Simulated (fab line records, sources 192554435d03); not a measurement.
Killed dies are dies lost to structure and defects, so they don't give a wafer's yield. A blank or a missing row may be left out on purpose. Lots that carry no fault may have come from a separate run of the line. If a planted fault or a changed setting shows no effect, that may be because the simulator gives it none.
Split-lot trial | flow n5 finfet | 21 wafers read across 7 lots, on a route 1938 steps long

SPLIT DETAILS
At N5_PASSIVATION_PASS_ETCH_47 (etches SiNx in CF4/O2, target depth 770 nm, time 385 s), the setting source w was moved away from the recipe's 535 W on 6 of the 21 wafers read, by -16.1% to +11.6%. This setting was run at the recipe's value on the other wafers.

The split's own step is where the reading is taken.

THE READING
rf vpp V, in V, at N5_PASSIVATION_PASS_ETCH_47 (etches SiNx in CF4/O2, target depth 770 nm, time 385 s). Typical for fault-free wafers on this fab line: 239 V, with standard deviation 5.4 V.

wafer  | tool, chamber at the split | source w as run, W | against the recipe | rf vpp V, V | against lot-mates on the recipe
L077.4 | rie diel-06, 1             | 535                | recipe             | 236         | -
L077.5 | rie diel-06, 2             | 535                | recipe             | 245         | -
L077.6 | rie diel-06, 1             | 597                | +11.6%             | 222         | -18
L082.2 | rie diel-03, 1             | 535                | recipe             | 247         | -
L082.5 | rie diel-03, 2             | 535                | recipe             | 243         | -
L082.6 | rie diel-03, 3             | 535                | recipe             | 240         | -
L085.3 | rie diel-03, 0             | 535                | recipe             | 242         | -
L085.4 | rie diel-03, 1             | 484.7              | -9.4%              | 261         | +19
L085.5 | rie diel-03, 0             | 535                | recipe             | 242         | -
L087.3 | rie diel-06, 2             | 507.6              | -5.1%              | 252         | +18
L087.4 | rie diel-06, 0             | 535                | recipe             | 234         | -
L087.6 | rie diel-06, 2             | 507.6              | -5.1%              | 250         | +16
L091.1 | rie diel-01, 3             | 535                | recipe             | 241         | -
L091.2 | rie diel-01, 2             | 535                | recipe             | 245         | -
L091.3 | rie diel-01, 0             | 569.1              | +6.4%              | 233         | -10
L092.1 | rie diel-01, 1             | 535                | recipe             | 243         | -
L092.3 | rie diel-01, 2             | 535                | recipe             | 244         | -
L092.5 | rie diel-01, 0             | 535                | recipe             | 240         | -
L095.1 | rie diel-06, 0             | 535                | recipe             | 236         | -
L095.2 | rie diel-06, 1             | 535                | recipe             | 234         | -
L095.5 | rie diel-06, 3             | 448.6              | -16.1%             | 252         | +17

FIT RESULTS
A straight line over all 21 wafers: rf vpp V changes by -1.28 V for each +1% of source w; r = -0.82; the points scatter about the line by 4.8 V.
The same after taking each lot's own level away (the mean of its wafers on the recipe; 21 wafers): -1.55 V for each +1%; r = -0.90; scatter 4.1 V.
That fit puts the effect of the largest move of source w on the reading at 25 V.
Across the lots, their own levels run from 234.0 to 243.3 V, a range of 1.7 times the standard deviation given above.
So the lot-to-lot level changes the slope: the two fits differ.
Check: with one of the wafers moved furthest among these (-16.1%) left out of the fit, the line predicts +33.2 V for it against its lot-mates. Against them it came out at +17 V.
Tool readings at the split's step, against how far the setting was moved: rf vpp V r = -0.82.

THE WHOLE CHAIN: every reading that the file lists as answering this split, in the file's order
step                        | what it does                                           | reading                                                        | change (the file's fit)                                                      | r (the file's)
N5_PASSIVATION_PASS_ETCH_47 | etches SiNx in CF4/O2, target depth 770 nm, time 385 s | rf vpp V                                                       | -1.49 V for each +1% of the setting                                          | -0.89
N5_PASSIVATION_PASS_ETCH_47 | etches SiNx in CF4/O2, target depth 770 nm, time 385 s | etch.depth nm (the simulator's own value, which no gauge read) | +8.04 nm for each +1% of the setting                                         | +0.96
N5_PASSIVATION_PROBE_49     |                                                        | killed at other                                                | not straight: 144 at the lowest setting, 3.9 at the recipe, 5 at the highest | not given

THE FILE'S OWN FIT
rf vpp V changes by -1.49 V for each +1% of source w, r = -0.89.
